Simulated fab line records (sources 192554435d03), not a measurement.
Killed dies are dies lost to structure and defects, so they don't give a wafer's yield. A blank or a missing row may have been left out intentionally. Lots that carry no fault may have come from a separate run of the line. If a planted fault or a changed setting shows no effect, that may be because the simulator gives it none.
fab line records ; flow n5Finfet
[record] lots = 9; wafers = 27; lastDay = 16
route steps=1938 shown BEOL_M4@1064 BEOL_M15@1819 MIM_TOP_LITHO@1847 PASSIVATION@1936
lots that met no fault: taken from a fault-free run of the same line
startH: hours from the record's first day to the start of the lot's first wafer shown ; waitH: hours elapsed since this lot's preceding step ; " same as the row above ; L1.1+2: a row that stands for several wafers ; - value missing, or start not given ; * or withheld: withheld ; < > ~ a bound
route shown NAME@n: NAME is a module with steps in the file, n the number in the route of the first one ; usual: the fault-free wafers' mean and standard deviation ; same: alike in all rows ; chamber/n: place in a boat ; sites: per-site readings ; _std_site: standard deviation across them ; _edge_site: outer sites' mean less inner sites' ; radiusMm: how far each site lies from the wafer's centre ; mask NAME#n: copy n ; behind: the tool/chamber that last shaped the wafer ; hold: why the lot was held/for how many hours/how that ended ; device: the transistor (n, p or np) that didn't switch ; end of line: tests of these same wafers at the route's end ; a step with no rows: only its recipe ; killed: the dies lost at the first sort to structure and to defects; this is not the yield of the wafer ; map: the dies of a wafer, with x for killed, . for not killed, _ for no die there
set.NAME: setting as actually run; set.NAME@STEP: the setting as run at that earlier step ; model.NAME: the simulator's own value behind a step, which no gauge read
steps of the route over a sample of lots; a table a step, a row a wafer
services: a tool's chamber out of use, with start hour (startH, from the record's first day; less than 0 if before it), hours out, and reason
[[steps]]
[step N5_BEOL_M4_ETCH_70]
[recipe] chemistry = N2/H2; target = SOC; targetDepthA = 800; overetchA = 240; maskMaterial = SiARC; tempC = 40; timeS = 130; ionEnergyEv = 200; pressureMtorr = 30; sourceW = 840; biasW = 150; n2FlowSccm = 200; h2FlowSccm = 200
[usual] chamberPressureMTorr = 30.005/0.026; drypumpMotorCurrentA = 5.6/0.42; oesProductAu = 0.59/0.056; rfVppV = 524.1/2.4; showerheadPlenumPTorr = 2.55/0.085; tempC = 40.00/0.1; throttleValvePct = 17.71/0.17
lot.wafer;tool;chamber;startH;waitH;chamberPressureMTorr;drypumpMotorCurrentA;oesProductAu;rfHoursCounterH;rfVppV;showerheadPlenumPTorr;tempC;throttleValvePct
L206.3;rieDiel-05;2;179.79;0.0;30.000;5.8;0.52;196;526.9;2.62;40.13;17.36
L206.5;rieDiel-05;3;179.79;0.0;30.002;5.7;0.52;-;522.9;2.50;39.91;17.57
L206.6;rieDiel-05;2;179.79;0.0;30.008;5.8;0.52;-;526.4;2.62;40.08;17.35
L207.1;rieDiel-05;2;193.15;0.0;30.054;5.8;0.52;201;527.1;2.62;39.92;17.36
L207.2;rieDiel-05;1;193.15;0.0;30.041;5.4;0.71;3;522.3;2.51;39.94;17.74
L207.6;rieDiel-05;2;193.15;0.0;29.954;5.8;0.51;-;526.2;2.62;39.99;17.37
L211.1;rieDiel-05;3;211.60;0.0;30.057;5.7;0.51;218;522.4;2.49;40.06;17.57
L211.2;rieDiel-05;2;211.60;0.0;30.039;5.8;0.51;208;526.1;2.62;40.10;17.37
L211.6;rieDiel-05;2;211.60;0.0;29.996;5.8;0.52;-;526.7;2.62;40.16;17.38
L212.3;rieDiel-05;0;216.52;0.0;30.002;5.6;0.62;63;527.5;2.70;40.13;17.80
L212.5;rieDiel-05;2;216.52;0.0;30.050;5.8;0.51;-;526.3;2.62;40.11;17.38
L212.6;rieDiel-05;1;216.52;0.0;30.003;5.4;0.69;-;522.4;2.51;39.95;17.75
L213.1;rieDiel-02;1;234.09;0.0;29.960;5.4;0.64;22;525.0;2.61;40.04;17.84
L213.3;rieDiel-02;3;234.09;0.0;29.978;5.5;0.63;60;522.0;2.48;40.09;17.85
L213.5;rieDiel-02;1;234.09;0.0;29.994;5.4;0.65;-;526.1;2.61;40.02;17.85
L214.1;rieDiel-05;3;246.60;0.0;30.029;5.7;0.52;230;524.1;2.49;40.19;17.60
L214.2;rieDiel-05;2;246.60;0.0;29.990;5.8;0.51;219;526.0;2.61;40.19;17.39
L214.3;rieDiel-05;0;246.60;0.0;30.048;5.6;0.62;73;527.8;2.70;39.97;17.83
L217.3;rieDiel-04;0;270.71;0.0;29.976;5.9;0.54;205;522.7;2.53;39.98;17.76
L217.5;rieDiel-04;3;270.71;0.0;30.015;5.0;0.63;-;526.9;2.69;40.33;17.65
L217.6;rieDiel-04;1;270.71;0.0;30.021;5.4;0.64;-;522.6;2.50;39.99;17.54
L222.1;rieDiel-02;0;278.26;0.0;30.002;5.4;0.56;148;523.1;2.55;39.99;17.62
L222.2;rieDiel-02;1;278.26;0.0;29.982;5.4;0.62;37;526.1;2.60;40.15;17.87
L222.4;rieDiel-02;2;278.26;0.0;30.013;6.6;0.53;188;520.5;2.41;39.99;17.75
L221.1;rieDiel-02;2;278.87;0.0;30.006;6.6;0.54;189;519.6;2.41;40.04;17.75
L221.2;rieDiel-02;1;278.87;0.0;30.046;5.4;0.63;37;525.6;2.60;39.94;17.87
L221.4;rieDiel-02;3;278.87;0.0;29.992;5.5;0.62;76;522.5;2.47;40.12;17.89
[step N5_BEOL_M15_SPUTTER_43]
[recipe] material = TaN; targetThkA = 150; tempC = 50; biasV = 168.6; powerW = 15000; chamberPressurePa = 0.12; timeS = 24.19
[usual] throttleValvePct = 29.7/1
lot.wafer;tool;chamber;startH;waitH;throttleValvePct
L206.3;pvdSputter-01;-;276.25;0.0;27.6
L206.5;pvdSputter-01;-;276.25;0.0;27.8
L206.6;pvdSputter-01;-;276.25;0.0;27.8
L207.1;pvdSputter-03;-;284.11;0.0;28.7
L207.2;pvdSputter-03;-;284.11;0.0;28.7
L207.6;pvdSputter-03;-;284.11;0.0;30.8
L211.1;pvdSputter-02;-;311.34;0.0;30.4
L211.2;pvdSputter-02;-;311.34;0.0;30.8
L211.6;pvdSputter-02;-;311.34;0.0;30.3
L212.3;pvdSputter-01;-;316.69;0.0;27.5
L212.5;pvdSputter-01;-;316.69;0.0;29.3
L212.6;pvdSputter-01;-;316.69;0.0;30.7
L213.1;pvdSputter-03;-;318.83;0.0;28.9
L213.3;pvdSputter-03;-;318.83;0.0;30.8
L213.5;pvdSputter-03;-;318.83;0.0;28.5
L214.1;pvdSputter-03;-;336.10;0.0;28.8
L214.2;pvdSputter-03;-;336.10;0.0;28.8
L214.3;pvdSputter-03;-;336.10;0.0;30.9
L217.3;pvdSputter-03;-;353.77;0.0;28.8
L217.5;pvdSputter-03;-;353.77;0.0;28.3
L217.6;pvdSputter-03;-;353.77;0.0;30.8
L222.1;pvdSputter-03;-;368.39;0.0;31.1
L222.2;pvdSputter-03;-;368.39;0.0;28.5
L222.4;pvdSputter-03;-;368.39;0.0;28.6
L221.1;pvdSputter-02;-;374.12;0.0;30.3
L221.2;pvdSputter-02;-;374.12;0.0;31.1
L221.4;pvdSputter-02;-;374.12;0.0;30.0
[step N5_BEOL_M15_RC_MEAS_101]
[usual] COMB_M10 = 1.47e-11/2.8e-12; COMB_M11 = 1.42e-11/2.7e-12; COMB_M12 = 6.6e-12/1.4e-12; COMB_M13 = 4.9e-12/1e-12; COMB_M14 = 3.9e-12/7.3e-13; COMB_M15 = 2.7e-12/4.9e-13; COMB_M5 = 3.6e-11/7.8e-12; COMB_M6 = 2.4e-11/4.5e-12; COMB_M7 = 2.5e-11/4.7e-12; COMB_M8 = 2.6e-11/5.7e-12; COMB_M9 = 1.46e-11/2.8e-12; SERP_M10 = 3.10/0.079; SERP_M11 = 3.06/0.075; SERP_M12 = 0.637/0.015; SERP_M13 = 0.310/0.0068; SERP_M13_max_site = 0.313/0.0068; SERP_M14 = 0.162/0.004; SERP_M5 = 39.1/1.9; SERP_M6 = 13.8/0.56; SERP_M7 = 13.4/0.55; SERP_M8 = 13.8/0.5; SERP_M9 = 3.07/0.086
lot.wafer;tool;chamber;startH;waitH;COMB_M10[S/m];COMB_M11[S/m];COMB_M12[S/m];COMB_M13[S/m];COMB_M14[S/m];COMB_M15[S/m];COMB_M5[S/m];COMB_M6[S/m];COMB_M7[S/m];COMB_M8[S/m];COMB_M9[S/m];SERP_M10[ohm/um];SERP_M11[ohm/um];SERP_M12[ohm/um];SERP_M13[ohm/um];SERP_M13_max_site[ohm/um];SERP_M14[ohm/um];SERP_M5[ohm/um];SERP_M6[ohm/um];SERP_M7[ohm/um];SERP_M8[ohm/um];SERP_M9[ohm/um]
L206.3;prober-02;0;278.30;0.7;1.13e-11;1.47e-11;8.1e-12;6.9e-12;4.7e-12;3.2e-12;2.6e-11;2.4e-11;3e-11;2.2e-11;1.27e-11;3.03;3.19;0.638;0.320;0.324;0.160;40.9;14.0;12.9;14.2;3.11
L206.5;prober-02;0;278.30;0.7;9.9e-12;1.36e-11;6.6e-12;5e-12;4.6e-12;3.3e-12;3.8e-11;2.6e-11;3e-11;2.4e-11;1.52e-11;3.14;3.07;0.647;0.319;0.325;0.168;42.7;14.4;13.0;13.7;3.02
L206.6;prober-02;0;278.30;0.7;1.14e-11;1.05e-11;6.6e-12;4.7e-12;3.3e-12;2.6e-12;2.8e-11;1.9e-11;3.2e-11;2.5e-11;1.62e-11;3.10;3.10;0.630;0.305;0.311;0.161;40.0;14.2;13.1;13.8;3.06
L207.1;prober-02;0;285.49;0.0;1.6e-11;1.73e-11;8.4e-12;5.9e-12;5.1e-12;4.1e-12;2.8e-11;2.2e-11;2.4e-11;2.5e-11;1.49e-11;3.02;3.06;0.642;0.303;0.307;0.163;38.9;14.1;14.6;14.3;2.98
L207.2;prober-02;0;285.49;0.0;1.52e-11;1.45e-11;5.6e-12;4.6e-12;2.9e-12;2.6e-12;3.7e-11;2.2e-11;3.1e-11;2.5e-11;1.5e-11;2.94;3.10;0.627;0.317;0.318;0.160;37.9;13.9;13.8;13.3;3.01
L207.6;prober-02;0;285.49;0.0;2.22e-11;1.6e-11;6.4e-12;6.2e-12;3.9e-12;2.3e-12;3.4e-11;3.1e-11;3.5e-11;2e-11;1.02e-11;3.01;3.11;0.622;0.305;0.310;0.166;39.5;14.4;13.6;13.6;2.98
L211.1;prober-01;0;312.63;0.0;1.33e-11;1.54e-11;5.7e-12;5.4e-12;4.2e-12;2.6e-12;3.2e-11;3.5e-11;2.5e-11;2.2e-11;1.25e-11;3.19;3.06;0.628;0.306;0.309;0.161;38.5;14.1;13.4;14.0;2.99
L211.2;prober-01;0;312.63;0.0;1.75e-11;1.51e-11;4.4e-12;4.4e-12;4.4e-12;2.2e-12;2.7e-11;2.1e-11;2.5e-11;1.8e-11;1.59e-11;3.11;2.91;0.622;0.301;0.306;0.164;39.7;14.7;13.0;14.0;2.98
L211.6;prober-01;0;312.63;0.0;1.42e-11;1.65e-11;6.5e-12;4.1e-12;3.9e-12;2.4e-12;2.8e-11;2.2e-11;2.6e-11;1.8e-11;1.7e-11;3.12;3.02;0.636;0.307;0.309;0.158;38.2;12.9;13.7;15.0;2.99
L212.3;prober-01;0;318.29;0.3;1.22e-11;1.57e-11;7.2e-12;4.7e-12;4e-12;2.4e-12;3.7e-11;2.5e-11;2.3e-11;3.3e-11;1.54e-11;3.14;2.92;0.644;0.313;0.316;0.161;36.8;13.7;12.9;13.5;3.13
L212.5;prober-01;0;318.29;0.3;1.34e-11;1.12e-11;5.4e-12;6.3e-12;3.1e-12;3e-12;3.4e-11;2.2e-11;2.7e-11;2.3e-11;2.34e-11;3.13;3.05;0.615;0.311;0.317;0.160;35.2;13.9;13.5;13.1;3.12
L212.6;prober-01;0;318.29;0.3;1.44e-11;1.37e-11;7e-12;6.2e-12;3.6e-12;2.9e-12;5.7e-11;2.6e-11;3.3e-11;1.5e-11;1.2e-11;3.03;3.01;0.630;0.309;0.314;0.165;34.9;13.4;13.0;13.9;3.09
L213.1;prober-02;0;320.12;0.0;1.27e-11;1.06e-11;9.4e-12;4.2e-12;3.9e-12;2.8e-12;5.5e-11;2.1e-11;1.6e-11;1.5e-11;1.76e-11;3.09;3.08;0.647;0.318;0.320;0.167;38.0;14.1;13.7;13.3;3.04
L213.3;prober-02;0;320.12;0.0;1.2e-11;1.23e-11;6.3e-12;4.3e-12;3.1e-12;2.4e-12;3.2e-11;2.2e-11;1.9e-11;2.3e-11;1.68e-11;3.07;3.09;0.627;0.306;0.310;0.159;37.0;13.0;12.7;13.8;3.06
L213.5;prober-02;0;320.12;0.0;1.1e-11;1.37e-11;9.6e-12;4.2e-12;3.9e-12;2.8e-12;3.3e-11;1.7e-11;2.7e-11;2.6e-11;1.4e-11;3.06;3.14;0.617;0.317;0.320;0.165;36.6;13.4;13.5;13.6;3.02
L214.1;prober-02;0;338.09;0.0;1.74e-11;1.85e-11;6.5e-12;5.3e-12;3.6e-12;2.9e-12;2.9e-11;3.1e-11;2.9e-11;2.1e-11;1.09e-11;3.15;3.18;0.627;0.297;0.298;0.167;35.6;14.6;13.6;14.7;3.05
L214.2;prober-02;0;338.09;0.0;1.3e-11;1.65e-11;6.8e-12;4.5e-12;6.6e-12;3e-12;3.2e-11;2.7e-11;2.8e-11;1.8e-11;1.16e-11;3.15;3.13;0.624;0.309;0.311;0.158;39.3;14.4;14.0;14.2;3.06
L214.3;prober-02;0;338.09;0.0;1.4e-11;1.23e-11;6.2e-12;6.6e-12;3.2e-12;2.6e-12;4.3e-11;3.5e-11;2.9e-11;2.1e-11;1.81e-11;3.11;3.09;0.646;0.309;0.313;0.165;37.4;14.6;12.8;14.7;3.10
L217.3;prober-01;0;355.37;0.3;1.61e-11;2.24e-11;4.8e-12;5.1e-12;4.2e-12;2.3e-12;3.1e-11;2.8e-11;2.2e-11;1.9e-11;1.76e-11;3.17;3.06;0.644;0.317;0.321;0.157;39.3;13.2;14.3;13.5;3.09
L217.5;prober-01;0;355.37;0.3;1.74e-11;1.98e-11;6.8e-12;6e-12;4.7e-12;2.6e-12;3.1e-11;2.3e-11;2e-11;2.6e-11;1.57e-11;3.21;3.08;0.643;0.317;0.321;0.163;39.8;13.7;13.4;13.7;3.10
L217.6;prober-01;0;355.37;0.3;1.59e-11;1.6e-11;6.2e-12;6.6e-12;5.2e-12;2.8e-12;6.3e-11;3.4e-11;2.4e-11;2.4e-11;1.6e-11;3.13;3.13;0.641;0.310;0.312;0.165;39.3;13.7;13.4;14.0;3.18
L222.1;prober-01;0;369.94;0.0;1.55e-11;1.32e-11;5.8e-12;5.4e-12;3.7e-12;2.3e-12;3.2e-11;2.8e-11;2.5e-11;3.1e-11;1.08e-11;3.11;3.06;0.630;0.305;0.307;0.165;41.3;14.0;13.9;13.7;3.32
L222.2;prober-01;0;369.94;0.0;1.31e-11;1.32e-11;6.9e-12;5.2e-12;3.3e-12;2.8e-12;3.6e-11;1.8e-11;2.4e-11;2.1e-11;1.41e-11;3.03;3.12;0.608;0.316;0.320;0.164;37.8;14.0;14.0;13.2;3.21
L222.4;prober-01;0;369.94;0.0;1.85e-11;1.19e-11;7.5e-12;5.8e-12;3.9e-12;3.3e-12;2.8e-11;1.5e-11;2.7e-11;2.6e-11;1.56e-11;3.16;3.14;0.606;0.314;0.315;0.163;41.2;13.7;13.5;13.7;3.16
L221.1;prober-02;0;375.41;0.0;1.27e-11;1.32e-11;7e-12;5e-12;4.5e-12;2.7e-12;2.1e-11;2.6e-11;2e-11;3.4e-11;1.45e-11;3.01;3.20;0.648;0.321;0.323;0.167;41.3;13.2;13.0;14.9;3.05
L221.2;prober-02;0;375.41;0.0;1.34e-11;1.75e-11;6.7e-12;6e-12;4e-12;2.9e-12;4.1e-11;1.6e-11;2.1e-11;3.7e-11;1.29e-11;3.16;3.04;0.643;0.308;0.314;0.163;39.7;13.5;13.5;14.5;3.01
L221.4;prober-02;0;375.41;0.0;1.26e-11;1.71e-11;6.5e-12;4.6e-12;4.4e-12;2.5e-12;3.9e-11;2.2e-11;2.4e-11;2.5e-11;1.25e-11;3.15;2.99;0.625;0.322;0.326;0.169;42.9;12.8;12.8;14.3;3.16
[step N5_MIM_TOP_LITHO_CD_MEAS_08]
[recipe] targetCdNm = 2000; landingEnergyEv = 500; detector = seInlens
[usual] cdNm = 1998.6/1.4
lot.wafer;tool;chamber;startH;waitH;cdNm
L206.3;cdSem-01;0;282.29;-;1997.1
L206.5;cdSem-01;0;282.29;-;1997.7
L206.6;cdSem-01;0;282.29;-;1996.5
L207.1;cdSem-02;0;287.91;-;2000.5
L207.2;cdSem-02;0;287.91;-;2000.3
L207.6;cdSem-02;0;287.91;-;1999.7
L211.1;cdSem-01;0;315.98;-;1995.9
L211.2;cdSem-01;0;315.98;-;2000.1
L211.6;cdSem-01;0;315.98;-;1999.8
L212.3;cdSem-01;0;320.82;-;1996.2
L212.5;cdSem-01;0;320.82;-;1998.0
L212.6;cdSem-01;0;320.82;-;1997.6
L213.1;cdSem-02;0;323.91;-;1997.6
L213.3;cdSem-02;0;323.91;-;1998.2
L213.5;cdSem-02;0;323.91;-;1997.9
L214.1;cdSem-01;0;340.98;-;1997.3
L214.2;cdSem-01;0;340.98;-;1997.9
L214.3;cdSem-01;0;340.98;-;1996.8
L217.3;cdSem-03;0;358.98;-;1998.9
L217.5;cdSem-03;0;358.98;-;1999.5
L217.6;cdSem-03;0;358.98;-;1999.4
L222.1;cdSem-02;0;375.42;-;1997.4
L222.2;cdSem-02;0;375.42;-;1998.3
L222.4;cdSem-02;0;375.42;-;1998.7
L221.1;cdSem-02;0;381.75;-;2000.5
L221.2;cdSem-02;0;381.75;-;2000.1
L221.4;cdSem-02;0;381.75;-;2000.7
[step N5_PASSIVATION_PROBE_49]
[usual] defectLimitedYield = 91.0/1.5; killed_at_M0_to_M3 = 34/9.1; killed_at_M4_up = 14/5.7; killedAtContacts = 13/5.7; killedAtFrontEnd = 42/12; killedAtOther = 4/3.4; killedDies = 106/17; killedOnRim = 14/4.3; killedOpen = 70/13; killedShort = 34/7.5; sort_bin_5_function = 5.2/0.94; sort_bin_6_memory = 3.4/0.69; sortNPass = 1074/17; sortYieldPct = 91.0/1.5
[same] grossDies = 1180; killedAtBackSide = 0; sort_bin_4_leakage[%] = 0; sort_bin_8_speed[%] = 0
lot.wafer;tool;chamber;startH;waitH;defectLimitedYield[%];killed_at_M0_to_M3;killed_at_M4_up;killedAtContacts;killedAtFrontEnd;killedAtOther;killedDies;killedOnRim;killedOpen;killedShort;sort_bin_5_function[%];sort_bin_6_memory[%];sortNPass;sortYieldPct[%]
L212.3;prober-02;-;333.64;0.1;87.8;18;74;11;22;19;144;35;58;35;8.0;3.4;1036;87.8
L212.5;prober-02;-;333.74;0.2;90.0;21;32;15;42;8;118;10;76;38;5.3;3.6;1062;90.0
L212.6;prober-02;-;333.79;0.3;89.7;28;23;14;50;7;122;12;72;49;5.6;4.5;1058;89.7
L214.1;prober-01;-;351.56;0.0;91.9;49;9;8;27;2;95;15;64;31;4.8;2.7;1085;91.9
L214.2;prober-01;-;351.61;0.1;91.6;27;11;13;47;1;99;9;65;34;4.1;4.1;1081;91.6
L214.3;prober-01;-;351.66;0.1;87.6;30;52;9;52;3;146;29;65;34;7.7;3.5;1034;87.6
// killed by level:class
L212.3 BEOL_M4:unspecified=51 MOL_CONTACT_COAG:geometricParticle:open=11 BEOL_M4:geometricParticle:open=10 GATE_CUT:geometricParticle:short=8 BEOL_M3:geometricParticle:open=6 BEOL_M0_SAQP:geometricParticle:open=5 BEOL_M4:geometricParticle:short=5 MIM_TOP_ETCH:geometricParticle:open=5
L212.5 BEOL_M4:geometricParticle:open=19 MOL_CONTACT_COAG:geometricParticle:open=10 STI_FIN_REVEAL:geometricParticle:open=8 BEOL_M0_SAQP:geometricParticle:open=8 FIN_SAQP:geometricParticle:short=6 BEOL_M0_SAQP:geometricParticle:short=6 GATE_CUT:geometricParticle:short=5 BEOL_M4:geometricParticle:short=5
L212.6 BEOL_M4:geometricParticle:open=15 BEOL_M3:geometricParticle:open=12 FIN_SAQP:geometricParticle:short=11 MOL_CONTACT_COAG:geometricParticle:open=11 STI_FIN_REVEAL:geometricParticle:open=10 FIN_SAQP:geometricParticle:open=8 BEOL_M0_SAQP:geometricParticle:short=7 GATE_CUT:geometricParticle:short=5
L214.1 BEOL_M2:geometricParticle:open=12 STI_FIN_REVEAL:geometricParticle:open=10 BEOL_M0_SAQP:geometricParticle:short=9 MOL_CONTACT_COAG:geometricParticle:open=7 BEOL_M0_SAQP:geometricParticle:open=7 BEOL_M1:geometricParticle:open=7 GATE_CUT:geometricParticle:short=6 BEOL_M3:geometricParticle:open=6
L214.2 MOL_CONTACT_COAG:geometricParticle:open=11 STI_FIN_REVEAL:geometricParticle:open=10 BEOL_M2:geometricParticle:open=9 GATE_CUT:geometricParticle:short=8 GATE_CUT:geometricParticle:open=7 FIN_SAQP:geometricParticle:short=6 BEOL_M0_SAQP:geometricParticle:short=6 FIN_SAQP:geometricParticle:open=5
L214.3 BEOL_M4:unspecified=47 STI_FIN_REVEAL:geometricParticle:open=22 BEOL_M0_SAQP:geometricParticle:short=10 FIN_SAQP:geometricParticle:open=9 BEOL_M0_SAQP:geometricParticle:open=9 MOL_CONTACT_COAG:geometricParticle:open=8 FIN_SAQP:geometricParticle:short=6 GATE_CUT:geometricParticle:short=5
[[services]]
tool;chamber;startH;hours;kind
rieDiel-05;3;207.52;3.0;repair
rieDiel-04;2;266.00;8.9;repair
rieDiel-05;3;304.84;-;clean
rieDiel-05;3;304.84;-;consumableReplace:focusRing
rieDiel-05;3;304.84;21.1;scheduledDown
rieDiel-05;3;304.84;21.1;ventCycle
rieDiel-02;3;307.91;13.1;repair
rieDiel-05;2;328.06;-;clean
rieDiel-05;2;328.06;-;consumableReplace:focusRing
rieDiel-05;1;337.55;4.0;repair
pvdSputter-03;-;341.47;6.6;repair
rieDiel-05;-;352.42;0.5;repair
pvdSputter-01;-;369.52;4.6;repair
rieDiel-02;-;372.06;0.2;repair
[[key]]
[firstSign] step = N5_PASSIVATION_PROBE_49; reading = killed_at_M4_up; direction = up; sigmas = 8.6; usual = 14; struck = 63
[effect] step = N5_PASSIVATION_PROBE_49; reading = killedOnRim; direction = up; sigmas = 4.2; usual = 14; struck = 32
[moreKillsBornAt] N5_BEOL_M4_ETCH_70@rieDiel-05 = 98
metAt N5_BEOL_M4_ETCH_70
struckLots L212,L214
struckWafers L212.3,L214.3
notActingAt N5_BEOL_M15_SPUTTER_43,N5_BEOL_M15_RC_MEAS_101,N5_MIM_TOP_LITHO_CD_MEAS_08
[fault] kind = chamberParticleSource; tool = rieDiel-05; chamber = 0; onsetH = 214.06; steps = N5_BEOL_M4_ETCH_70; ratePerVisitCm2 = 0.54522; endH = 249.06
